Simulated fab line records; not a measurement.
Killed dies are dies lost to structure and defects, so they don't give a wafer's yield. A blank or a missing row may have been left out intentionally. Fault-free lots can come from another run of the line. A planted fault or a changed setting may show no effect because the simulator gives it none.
fab line records	flow nand_harc
record lots=6	wafers=18	last_day=33
route steps=1302 shown P_M1@297 END@1302
lots that met no fault: taken from a fault-free run of the same line
start_h: hours from the record's opening day to when the first of the lot's shown wafers began	wait_h: how many hours have passed since the lot's step before this one	" repeats the value in the row above	L1.1+2: a row that stands for several wafers	- no value present, or no start provided	* or withheld: withheld	< > ~ a bound
route shown NAME@n: NAME is a module with steps in the file, n the number in the route of the first one	usual: mean and standard deviation over wafers with no fault	same: alike in all rows	chamber/n: place in a boat	sites: each site's reading	_std_site: the values' standard deviation	_edge_site: the outer-site mean with the inner-site mean subtracted	radius_mm: how far each site lies from the wafer's centre	mask NAME#n: copy n	behind: tool/chamber where the wafer was last shaped	hold: the reason the lot was held/the length of the hold in hours/how it ended	device: which transistor (n, p or np) failed to switch	end of line: tests run on the same wafers once the route is complete	for a step that has no rows: nothing shown but its recipe	killed: the dies lost at the first sort to structure and to defects; this is not the yield of the wafer	map: per-die view of a wafer (x killed, . not killed, _ where there is no die)
set.NAME: setting as actually run; set.NAME@STEP: the setting as run at that earlier step	model.NAME: the simulator's own value behind a step, which no gauge read
lots at some steps of the route; a table a step, a row a wafer
services: a tool's chamber out of use, with start hour (start_h, from the record's first day; less than 0 if before it), hours out, and reason
## steps
# step NHARC_P_M1_INSPECT_11
# usual raw_defect_count=3.8/1.9
lot.wafer	tool	chamber	start_h	wait_h	raw_defect_count
L156.2	defect_inspect-02	-	144.27	0.0	5
L156.4	"	-	"	"	4
L156.6	"	-	"	"	4
L159.1	defect_inspect-01	-	163.15	0.0	3
L159.2	"	-	"	"	4
L159.3	"	-	"	"	4
L162.1	defect_inspect-02	-	193.60	0.0	4
L162.2	"	-	"	"	2
L162.6	"	-	"	"	3
L163.1	defect_inspect-02	-	204.35	0.0	2
L163.2	"	-	"	"	5
L163.3	"	-	"	"	0
L175.1	defect_inspect-02	-	326.37	0.0	4
L175.2	"	-	"	"	4
L175.6	"	-	"	"	7
L177.2	defect_inspect-01	-	353.06	0.0	3
L177.4	"	-	"	"	2
L177.5	"	-	"	"	6
# step NHARC_P_M1_DESCUM_14
# recipe time_s=3	o2_flow_sccm=200	ar_flow_sccm=0	bias_power_w=0	chemistry=O2
# step NHARC_P_M1_ETCH_35
# recipe target_depth_a=400	overetch_a=120	time_s=43.94	ion_energy_ev=200	n2_flow_sccm=150	h2_flow_sccm=150	ar_flow_sccm=0	rf_w=400	bias_w=150	chemistry=N2/H2
# usual drypump_motor_current_A=5.7/0.41	oes_product_au=1.004/0.011	rf_vpp_V=431/3	showerhead_plenum_p_Torr=2.06/0.11	throttle_valve_pct=14.171/0.0088
lot.wafer	tool	chamber	start_h	wait_h	drypump_motor_current_A	oes_product_au	rf_hours_counter_h	rf_vpp_V	showerhead_plenum_p_Torr	throttle_valve_pct
L156.4	rie_diel-06	2	144.43	0.1	5.1	0.998	0	434	2.19	14.164
L156.2	"	1	"	"	5.7	0.996	1	434	2.11	14.154
L156.6	"	3	"	"	5.9	1.008	-	429	2.02	14.175
L159.1	rie_diel-13	3	163.30	0.1	6.3	0.990	53	432	2.10	14.176
L159.2	"	0	"	"	5.6	0.981	52	434	2.16	14.173
L159.3	"	1	"	"	5.6	0.985	52	429	1.97	14.167
L162.1	rie_diel-06	1	193.75	0.1	5.7	0.994	5	432	2.11	14.163
L162.2	"	0	"	"	5.3	0.995	4	429	1.99	14.163
L162.6	"	1	"	"	5.7	1.001	-	432	2.11	14.169
L163.1	rie_diel-03	0	204.50	0.1	5.2	0.990	5	428	1.94	14.173
L163.2	"	2	"	"	5.9	1.015	5	434	2.17	14.174
L163.3	"	3	"	"	6.1	0.991	5	436	2.19	14.172
L175.2	rie_diel-03	2	326.52	0.1	5.9	1.005	1	435	2.17	14.182
L175.1	"	0	"	"	5.1	1.002	3	427	1.94	14.178
L175.6	"	1	"	"	6.1	1.020	-	427	1.92	14.170
L177.4	rie_diel-06	2	353.22	0.1	5.1	1.000	2	434	2.18	14.177
L177.2	"	3	"	"	6.0	1.005	2	430	2.01	14.174
L177.5	"	0	"	"	5.3	1.019	-	429	1.98	14.173
# step NHARC_P_M1_ETCH_15
# recipe target_depth_a=1825	time_s=91.2	c4f8_flow_sccm=withheld	ar_flow_sccm=400	rf_w=600	bias_w=300	chemistry=C4F8/Ar
# usual oes_product_au=0.954/0.022	rf_vpp_V=441/3.1
lot.wafer	tool	chamber	start_h	wait_h	oes_product_au	rf_hours_counter_h	rf_vpp_V
L156.2	rie_diel-06	0	-	-	0.962	0	440
L156.4	"	1	"	"	0.952	1	443
L156.6	"	0	"	"	0.969	-	438
L159.3	rie_diel-13	3	-	-	0.938	53	443
L159.1	"	1	"	"	0.923	52	439
L159.2	"	2	"	"	0.940	56	443
L162.2	rie_diel-06	2	-	-	0.944	5	443
L162.1	"	3	"	"	0.947	4	440
L162.6	"	2	"	"	0.944	-	446
L163.2	rie_diel-03	1	-	-	0.960	4	436
L163.1	"	2	"	"	0.984	5	445
L163.3	"	3	"	"	0.962	5	446
L175.2	rie_diel-03	2	-	-	0.961	1	445
L175.1	"	0	"	"	0.969	3	439
L175.6	"	2	"	"	0.969	-	443
L177.2	rie_diel-06	2	-	-	0.973	2	445
L177.4	"	3	"	"	0.962	2	440
L177.5	"	0	"	"	0.968	-	439
# step NHARC_P_M1_CD_MEAS_16
# usual cd_nm=129.7/0.79
lot.wafer	tool	chamber	start_h	wait_h	cd_nm
L156.2	cd_sem-03	-	144.66	-	129.3
L156.4	"	-	"	"	130.2
L156.6	"	-	"	"	129.2
L159.1	cd_sem-03	-	163.53	-	131.9
L159.2	"	-	"	"	130.0
L159.3	"	-	"	"	130.3
L162.1	cd_sem-03	-	193.96	-	130.4
L162.2	"	-	"	"	130.3
L162.6	"	-	"	"	129.8
L163.1	cd_sem-02	-	204.72	-	129.5
L163.2	"	-	"	"	130.2
L163.3	"	-	"	"	129.0
L175.1	cd_sem-01	-	326.73	-	129.3
L175.2	"	-	"	"	130.0
L175.6	"	-	"	"	128.8
L177.2	cd_sem-01	-	353.43	-	129.7
L177.4	"	-	"	"	130.1
L177.5	"	-	"	"	130.1
# step NHARC_P_M1_STRIP_18
# recipe power_w=1000	n2_flow_sccm=150	h2_flow_sccm=150	ar_flow_sccm=0	bias_w=0	chemistry=N2/H2
# step NHARC_P_M1_ETCH_28
# recipe target_depth_a=300	over_etch_frac=0.3	time_s=72.99	ion_energy_ev=150	cf4_flow_sccm=50	n2_flow_sccm=100	ar_flow_sccm=150	rf_w=300	bias_w=100	chemistry=CF4/N2
# usual drypump_motor_current_A=5.7/0.41	oes_product_au=1.004/0.0094	rf_vpp_V=314.4/2.4	showerhead_plenum_p_Torr=2.65/0.12	throttle_valve_pct=19.795/0.01
lot.wafer	tool	chamber	start_h	wait_h	drypump_motor_current_A	oes_product_au	rf_hours_counter_h	rf_vpp_V	showerhead_plenum_p_Torr	throttle_valve_pct
L156.4	rie_diel-06	0	-	-	5.3	0.998	0	313.5	2.57	19.799
L156.2	"	1	"	"	5.7	0.998	1	314.8	2.71	19.810
L156.6	"	0	"	"	5.3	0.995	-	313.9	2.57	19.808
L159.1	rie_diel-03	3	-	-	6.1	0.995	3	317.0	2.80	19.794
L159.2	"	0	"	"	5.1	1.006	4	311.7	2.51	19.791
L159.3	"	1	"	"	6.0	1.013	3	311.7	2.49	19.774
L162.2	rie_diel-03	0	-	-	5.1	1.002	5	312.5	2.51	19.805
L162.1	"	1	"	"	6.0	0.992	4	312.0	2.49	19.794
L162.6	"	1	"	"	6.0	1.016	-	311.6	2.49	19.794
L163.2	rie_diel-13	3	-	-	6.3	0.999	8	315.8	2.69	19.800
L163.3	"	1	"	"	5.6	1.009	7	312.4	2.53	19.797
L163.1	"	2	"	"	5.0	1.012	8	313.4	2.64	19.793
L175.2	rie_diel-03	2	-	-	6.0	0.996	1	318.1	2.78	19.809
L175.1	"	1	"	"	6.1	1.014	3	311.1	2.49	19.786
L175.6	"	3	"	"	6.2	0.999	-	316.1	2.80	19.788
L177.4	rie_diel-03	2	-	-	6.0	1.006	3	317.6	2.78	19.797
L177.2	"	1	"	"	6.1	0.999	5	310.9	2.49	19.804
L177.5	"	2	"	"	6.0	0.998	-	316.3	2.78	19.785
# step NHARC_P_M1_STRIP_19
# recipe time_s=600	temp_c=30	chemistry=post_etch_residue_remover
# step NHARC_P_M1_DEGAS_29
# recipe temp_c=250	time_s=60
# step NHARC_P_M1_PRE_CLEAN_30
# recipe time_s=30	temp_c=280	gas=H2/He
# step NHARC_P_M1_PVD_20
# recipe target_thk_a=50	bias_v=168.6	power_w=15000	chamber_pressure_pa=0.12	time_s=8.06	substrate_temp_c=50	material=TaN
# usual bias_v=168.3/1.5	throttle_valve_pct=29.8/0.96
lot.wafer	tool	chamber	start_h	wait_h	bias_v	throttle_valve_pct
L156.4	pvd_sputter-02	-	-	-	167.9	30.6
L156.2	"	-	"	"	167.0	29.0
L156.6	"	-	"	"	166.9	31.5
L159.2	pvd_sputter-01	-	-	-	168.2	31.6
L159.1	"	-	"	"	166.4	29.1
L159.3	"	-	"	"	167.3	28.7
L162.1	pvd_sputter-02	-	-	-	167.8	31.2
L162.2	"	-	"	"	168.8	29.3
L162.6	"	-	"	"	168.7	28.9
L163.3	pvd_sputter-03	-	-	-	168.0	30.3
L163.2	"	-	"	"	168.8	29.5
L163.1	"	-	"	"	167.2	29.9
L175.2	pvd_sputter-03	-	-	-	168.9	29.6
L175.1	"	-	"	"	166.0	28.4
L175.6	"	-	"	"	167.0	30.0
L177.4	pvd_sputter-01	-	-	-	167.4	29.0
L177.2	"	-	"	"	167.7	31.8
L177.5	"	-	"	"	167.7	29.2
# step NHARC_P_M1_PVD_21
# recipe target_thk_a=300	chamber_pressure_pa=5	power_w=5000	substrate_temp_c=30	time_s=20.49	material=Cu
# usual throttle_valve_pct=29.8/0.93
lot.wafer	tool	chamber	start_h	wait_h	throttle_valve_pct
L156.2	pvd_sputter-02	-	-	-	28.7
L156.4	"	-	"	"	29.7
L156.6	"	-	"	"	29.6
L159.3	pvd_sputter-01	-	-	-	28.7
L159.1	"	-	"	"	31.3
L159.2	"	-	"	"	29.3
L162.2	pvd_sputter-02	-	-	-	31.1
L162.1	"	-	"	"	29.7
L162.6	"	-	"	"	30.8
L163.1	pvd_sputter-03	-	-	-	28.6
L163.3	"	-	"	"	30.0
L163.2	"	-	"	"	29.4
L175.2	pvd_sputter-03	-	-	-	28.4
L175.1	"	-	"	"	29.9
L175.6	"	-	"	"	30.2
L177.2	pvd_sputter-01	-	-	-	29.1
L177.4	"	-	"	"	29.4
L177.5	"	-	"	"	32.2
# step NHARC_P_M1_ECD_22
# recipe target_thk_a=4000	bath_temp_c=25	material=Cu
# usual bath_heat_duty_pct=7.2/0.93	bath_temp_c=25.03/0.098
lot.wafer	tool	chamber	start_h	wait_h	bath_heat_duty_pct	bath_temp_c
L156.2	ecd_cu-01	1	145.73	-	7.9	25.03
L156.4	"	0	"	"	7.0	25.01
L156.6	"	0	"	"	7.9	24.85
L159.2	ecd_cu-02	1	164.62	-	7.9	24.98
L159.1	"	0	"	"	6.7	24.86
L159.3	"	0	"	"	6.1	25.16
L162.1	ecd_cu-02	0	195.10	-	-	-
L162.2	"	1	"	"	-	-
L162.6	"	0	"	"	-	-
L163.1	ecd_cu-02	1	205.86	-	-	-
L163.2	"	0	"	"	-	-
L163.3	"	0	"	"	-	-
L175.1	ecd_cu-01	1	327.81	-	7.4	25.10
L175.2	"	0	"	"	6.9	25.35
L175.6	"	1	"	"	6.7	25.09
L177.2	ecd_cu-01	1	354.54	-	6.8	24.80
L177.4	"	1	"	"	8.1	25.12
L177.5	"	1	"	"	7.0	24.99
# step NHARC_P_M1_ANNEAL_31
# recipe temp_c=225	time_s=90
# step NHARC_P_M1_CMP_23
# recipe t_overpolish_s=20	target_thk_nm=157.82
# usual motor_current_A=11.5/1.2	pad_life_wafers=174/110	slurry_filter_dp_kPa=13.50/0.14	time_to_endpoint_s=28.6/2.5
lot.wafer	tool	chamber	start_h	wait_h	motor_current_A	pad_life_wafers	slurry_filter_dp_kPa	time_to_endpoint_s
L156.4	cmp-04	0	146.45	-	12.9	108	13.65	25.6
L156.2	"	3	"	"	10.1	111	13.61	26.5
L156.6	"	1	"	"	11.0	-	13.61	28.1
L159.1	cmp-04	0	165.34	-	12.5	186	13.49	28.2
L159.3	"	1	"	"	11.4	187	13.60	27.2
L159.2	"	2	"	"	11.2	188	13.45	29.0
L162.1	cmp-01	0	195.85	-	12.0	7	13.80	0.0
L162.2	"	1	"	"	10.2	8	13.44	2.6
L162.6	"	0	"	"	11.7	-	13.35	3.1
L163.3	cmp-04	0	206.58	-	12.9	336	13.41	3.4
L163.1	"	2	"	"	10.7	338	13.42	3.2
L163.2	"	3	"	"	10.2	339	13.66	2.3
L175.1	cmp-04	0	328.59	-	13.1	56	13.58	26.6
L175.2	"	1	"	"	11.0	57	13.61	28.8
L175.6	"	2	"	"	11.0	-	13.34	29.3
L177.2	cmp-04	1	355.24	-	11.5	157	13.58	30.0
L177.4	"	3	"	"	10.1	159	13.63	27.4
L177.5	"	1	"	"	11.7	-	13.48	27.8
# step NHARC_P_M1_THK_MEAS_24
# recipe thk_meas_gauge=xrf
# usual thk_nm=157.7/1.4
lot.wafer	tool	chamber	start_h	wait_h	hold	thk_nm
L156.2	film_metro-02	-	146.77	-	-	157.6
L156.4	"	-	"	"	-	159.2
L156.6	"	-	"	"	-	156.8
L159.1	film_metro-02	-	165.65	-	-	158.5
L159.2	"	-	"	"	-	157.1
L159.3	"	-	"	"	-	157.9
L162.1	film_metro-01	-	196.14	-	await_dispo/0.2h/release	29.4
L162.2	"	-	"	"	await_dispo/0.2h/release	30.1
L162.6	"	-	"	"	await_dispo/0.2h/release	29.3
L162.1	film_metro-01	-	196.31	0.2	-	30.9
L162.2	"	-	"	"	-	30.8
L162.6	"	-	"	"	-	29.8
L163.1	film_metro-02	-	206.90	-	await_dispo/0.2h/release	30.5
L163.2	"	-	"	"	await_dispo/0.2h/release	29.9
L163.3	"	-	"	"	await_dispo/0.2h/release	30.7
L163.1	film_metro-02	-	207.07	0.2	-	29.7
L163.2	"	-	"	"	-	32.0
L163.3	"	-	"	"	-	31.8
L175.1	film_metro-02	-	328.85	-	-	158.3
L175.2	"	-	"	"	-	156.8
L175.6	"	-	"	"	-	158.2
L177.2	film_metro-01	-	355.52	-	-	158.7
L177.4	"	-	"	"	-	157.3
L177.5	"	-	"	"	-	157.4
# step NHARC_END_SORT_01
# recipe temp_c=25
# usual defect_limited_yield=91.4/2.5	killed_at_array=54/17	killed_at_other=1.0/1.4	killed_at_periphery=3.6/2.1	killed_dies=58/17	killed_open=3.2/2	killed_short=2.5/1.5
# same gross_dies=677
lot.wafer	tool	chamber	start_h	wait_h	defect_limited_yield[%]	killed_at_array	killed_at_other	killed_at_periphery	killed_dies	killed_open	killed_short
L156.2	prober-02	0	579.73	2.8	92.2	45	6	2	53	3	3
L156.4	prober-02	0	581.34	3.4	93.1	39	2	6	47	4	3
L156.6	prober-02	0	582.95	4.0	92.5	44	2	5	51	3	4
L159.1	prober-02	0	600.72	2.5	95.1	29	4	0	33	0	1
L159.2	prober-02	0	601.52	2.8	91.0	54	2	5	61	4	2
L159.3	prober-02	0	602.32	3.1	90.0	59	6	3	68	3	5
L175.1	prober-02	0	771.70	2.5	90.5	60	0	4	64	3	2
L175.2	prober-02	0	772.49	2.8	89.8	66	0	3	69	4	1
L175.6	prober-02	0	775.67	4.0	86.6	84	2	5	91	7	2
L177.2	prober-01	0	799.80	2.8	89.7	68	0	2	70	4	2
L177.4	prober-01	0	801.38	3.4	89.4	70	1	1	72	2	2
L177.5	prober-01	0	802.16	3.7	89.8	62	0	7	69	8	4
# killed by level:class
L156.2 A_SLIT:chamber_film_flake=24 A_CHANNEL_HOLE_D2:chamber_film_flake=8 THIN_TSV:chamber_film_flake=5 A_CONTACT:chamber_film_flake=4 A_CHANNEL_HOLE_D2:geometric_particle:short=2 A_STAIRCASE:chamber_film_flake=2 A_ONON_D1:geometric_particle:open=1 A_ONON_D2:geometric_particle:open=1
L156.4 A_SLIT:chamber_film_flake=18 A_CHANNEL_HOLE_D2:chamber_film_flake=7 A_STAIRCASE:chamber_film_flake=3 P_GATE:chamber_film_flake=2 P_M1:chamber_film_flake=2 A_CONTACT:chamber_film_flake=2 THIN_TSV:chamber_film_flake=2 P_M2:geometric_particle:short=1
L156.6 A_SLIT:chamber_film_flake=24 A_CHANNEL_HOLE_D2:chamber_film_flake=5 A_CONTACT:chamber_film_flake=5 A_STAIRCASE:chamber_film_flake=3 P_CONTACT:geometric_particle:open=2 P_GATE:chamber_film_flake=2 THIN_TSV:chamber_film_flake=2 A_DECK1_JOINT:geometric_particle:short=1
L159.1 A_CHANNEL_HOLE_D2:chamber_film_flake=9 A_STAIRCASE:chamber_film_flake=5 THIN_TSV:chamber_film_flake=4 A_CHANNEL_HOLE_D1:chamber_film_flake=3 A_M0:chamber_film_flake=3 A_CONTACT:chamber_film_flake=2 A_M0:geometric_particle:short=1 A_ZERO_WELL:chamber_film_flake=1
L159.2 A_CHANNEL_HOLE_D2:chamber_film_flake=31 A_STAIRCASE:chamber_film_flake=5 A_M0:chamber_film_flake=5 P_ZERO_WELL:chamber_film_flake=3 A_DECK1_JOINT:chamber_film_flake=3 A_CONTACT:chamber_film_flake=3 A_CHANNEL_HOLE_D1:chamber_film_flake=2 THIN_TSV:chamber_film_flake=2
L159.3 A_CHANNEL_HOLE_D2:chamber_film_flake=32 A_STAIRCASE:chamber_film_flake=7 THIN_TSV:chamber_film_flake=6 A_M0:chamber_film_flake=4 A_CHANNEL_HOLE_D1:chamber_film_flake=3 A_CHANNEL_FILL_D2:chamber_film_flake=3 A_M0:geometric_particle:open=2 P_ZERO_WELL:chamber_film_flake=2
L175.1 A_SLIT:chamber_film_flake=26 A_CHANNEL_HOLE_D2:chamber_film_flake=16 A_CHANNEL_HOLE_D1:chamber_film_flake=6 A_STAIRCASE:chamber_film_flake=4 P_GATE:chamber_film_flake=2 A_SGD_CUT:chamber_film_flake=2 A_CONTACT:chamber_film_flake=2 P_GATE:geometric_particle:short=1
L175.2 A_SLIT:chamber_film_flake=21 A_CHANNEL_HOLE_D2:chamber_film_flake=17 A_CHANNEL_HOLE_D1:chamber_film_flake=12 A_STAIRCASE:chamber_film_flake=5 A_ONON_D1:geometric_particle:open=2 A_DECK1_JOINT:geometric_particle:open=2 P_ZERO_WELL:chamber_film_flake=2 A_CONTACT:chamber_film_flake=2
L175.6 A_CHANNEL_HOLE_D2:chamber_film_flake=36 A_SLIT:chamber_film_flake=26 A_CHANNEL_HOLE_D1:chamber_film_flake=10 A_STAIRCASE:chamber_film_flake=5 P_ZERO_WELL:chamber_film_flake=3 A_ONON_D2:geometric_particle:open=2 P_GATE:geometric_particle:open=1 P_M1:geometric_particle:short=1
L177.2 A_SLIT:chamber_film_flake=32 A_CHANNEL_HOLE_D1:chamber_film_flake=19 A_STAIRCASE:chamber_film_flake=5 A_WL_FILL:chamber_film_flake=3 A_CONTACT:chamber_film_flake=3 P_STI:geometric_particle:open=1 P_M0:geometric_particle:open=1 A_SOURCE_PLATE:geometric_particle:open=1
L177.4 A_SLIT:chamber_film_flake=36 A_CHANNEL_HOLE_D1:chamber_film_flake=16 A_STAIRCASE:chamber_film_flake=6 A_CONTACT:chamber_film_flake=5 A_WL_FILL:chamber_film_flake=3 A_CHANNEL_HOLE_D1:geometric_particle:short=1 A_CHANNEL_FILL_D1:geometric_particle:open=1 A_DECK1_JOINT:geometric_particle:open=1
L177.5 A_SLIT:chamber_film_flake=35 A_CHANNEL_HOLE_D1:chamber_film_flake=12 P_M0:geometric_particle:open=3 A_CHANNEL_FILL_D1:chamber_film_flake=3 P_ZERO_WELL:chamber_film_flake=2 A_STAIRCASE:chamber_film_flake=2 P_CONTACT:geometric_particle:open=1 P_M2:geometric_particle:open=1
## services
tool	chamber	start_h	hours	kind
cmp-04	-	124.55	0.5	repair
rie_diel-06	-	130.21	9.0	pm
pvd_sputter-02	-	132.29	10.0	pm
cmp-04	-	133.65	0.3	repair
rie_diel-03	1	169.93	6.0	repair
pvd_sputter-03	-	170.00	10.0	pm
rie_diel-06	3	181.09	5.6	repair
rie_diel-03	3	184.88	14.9	repair
rie_diel-06	-	189.00	0.5	repair
cmp-04	-	209.00	4.0	pm
rie_diel-03	2	219.86	4.2	repair
pvd_sputter-01	-	226.87	10.0	pm
rie_diel-03	0	230.78	4.5	repair
pvd_sputter-01	-	239.13	5.3	repair
rie_diel-03	0	252.70	7.2	repair
cmp-04	-	265.00	1.0	repair
cmp-04	-	267.25	0.5	repair
cmp-04	-	275.69	1.5	repair
rie_diel-03	-	281.30	9.0	pm
rie_diel-03	2	302.23	9.1	repair
cmp-04	-	307.00	4.0	pm
rie_diel-06	-	307.21	9.0	pm
pvd_sputter-02	-	310.29	10.0	pm
pvd_sputter-02	-	323.59	2.7	repair
## key
first_sign step=NHARC_P_M1_ECD_22	reading=tool_record	direction=missing
effect step=NHARC_P_M1_CMP_23	reading=time_to_endpoint_s	direction=down	sigmas=10	usual=*	struck=*
effect step=NHARC_P_M1_THK_MEAS_24	reading=visit	direction=added
effect step=NHARC_P_M1_THK_MEAS_24	reading=thk_nm	direction=down	sigmas=92	usual=157.7	struck=30.0
met_at NHARC_P_M1_ECD_22
struck_wafers L162.1,L162.2,L162.6,L163.1,L163.2,L163.3
scrapped_behind NHARC_P_M1_THK_MEAS_24 L162.1,L162.2,L162.6,L163.1,L163.2,L163.3
onset_between 164.62 195.10
fault kind=skipped_step_whole	tool=ecd_cu-02	chamber=-	onset_h=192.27	steps=NHARC_P_M1_ECD_22	scope=struck_lots_only
